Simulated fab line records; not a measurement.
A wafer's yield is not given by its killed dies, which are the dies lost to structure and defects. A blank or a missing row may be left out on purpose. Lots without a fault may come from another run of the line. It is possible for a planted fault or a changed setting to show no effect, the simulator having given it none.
A struck lot beside a sound one / flow nand-harc / 14 steps out of a route of 1302
Sound: the wafers L274.1, L274.4, L274.5. Wafers struck: L285.2, L285.3, L285.6. Last of all comes the cause.
Each step with rows lists, per side, the tool, then ch with its chambers, then its first start. Under that, the readings that differ: sound wafers / struck wafers / difference of the means / sigmas: that difference in standard deviations of wafers without a fault.
alike: same words and numbers on both sides, and readings whose means sit less than 2 such deviations apart. not compared: any withheld reading, any reading some wafer has no value for, any bound like >300 that may hide the same value, and any number with overlapping values for which the record gives no deviation.
Wherever a step has rows on one side only, a row that says differs or no value, or a row with sigmas, the two part there. When numbers do not overlap yet have no deviation, they are printed without sigmas and do not part them. Lack of a reading on every wafer of one side parts them only where that side has two or more wafers.

first, 5 steps without rows for these wafers: NHARC_A_STAIRCASE_EBR_246; NHARC_A_STAIRCASE_EXPOSE_247 (exposes mask SDS 1); NHARC_A_STAIRCASE_PEB_248 (peb time 130 s); NHARC_A_STAIRCASE_DEVELOP_249 (time 140 s); NHARC_A_STAIRCASE_HARDBAKE_251 (time 140 s).
NHARC_A_STAIRCASE_DESCUM_252: chemistry O2, time 3 s.
  sound on rie-diel-08 ch 0,1, day 17 10:58; struck on rie-diel-08 ch 0,2, day 22 08:36
  alike: drypump-motor-current-A, o2-flow-sccm, oes-product-au, rf-vpp-V, showerhead-plenum-p-Torr, throttle-valve-pct
  not compared: rf-hours-counter-h
NHARC_A_STAIRCASE_ETCH_253: etches the open film in C4F8/O2, target depth 50 nm, time 20.2 s.
  sound on rie-diel-08 ch 1,3, day 17 11:07; struck on rie-diel-08 ch 0,2,3, day 22 08:41
  alike: oes-product-au, rf-vpp-V
  not compared: rf-hours-counter-h
NHARC_A_STAIRCASE_STRIP_254: strips in O2.
  sound on plasma-asher-02 ch 0,1, day 17 11:12; struck on plasma-asher-02 ch 0, day 22 08:46
  alike: drypump-motor-current-A, heater-power-w
  not compared: rf-hours-counter-h
then, 3 steps without rows for these wafers: NHARC_A_STAIRCASE_STRIP_255 (strips in SPM, time 900 s); NHARC_A_STAIRCASE_PRECLEAN_256 (cleans in SC1); NHARC_A_STAIRCASE_SRD_257.
NHARC_A_STAIRCASE_HM_DEP_456: deposits aC, target thk 3100 nm.
  sound on acl-dep-01 ch 0, day 17 12:01; struck on acl-dep-02 ch 0, day 22 14:31
  alike: throttle-valve-pct
NHARC_A_STAIRCASE_DEP_259: deposits SiON, target thk 30 nm.
  sound on pecvd-01 ch 0,1,2, day 17 13:53; struck on pecvd-02 ch 1, day 22 16:16
  alike: heater-power-w
-- jump in the record: it breaks off in module A_STAIRCASE and resumes in module END (first step shown: number 1302 of the route), and 8 days separate the struck wafers' starts before and after --
NHARC_END_SORT_01:
  sound on prober-02 ch 0, day 25 12:29; struck on prober-01 ch 0, day 30 08:21
  alike: killed-at-array, killed-at-other, killed-at-periphery, killed-dies, killed-open, killed-short

== WHERE THEY PART ==
Nowhere in this record.

WHY: the cause the simulator had injected
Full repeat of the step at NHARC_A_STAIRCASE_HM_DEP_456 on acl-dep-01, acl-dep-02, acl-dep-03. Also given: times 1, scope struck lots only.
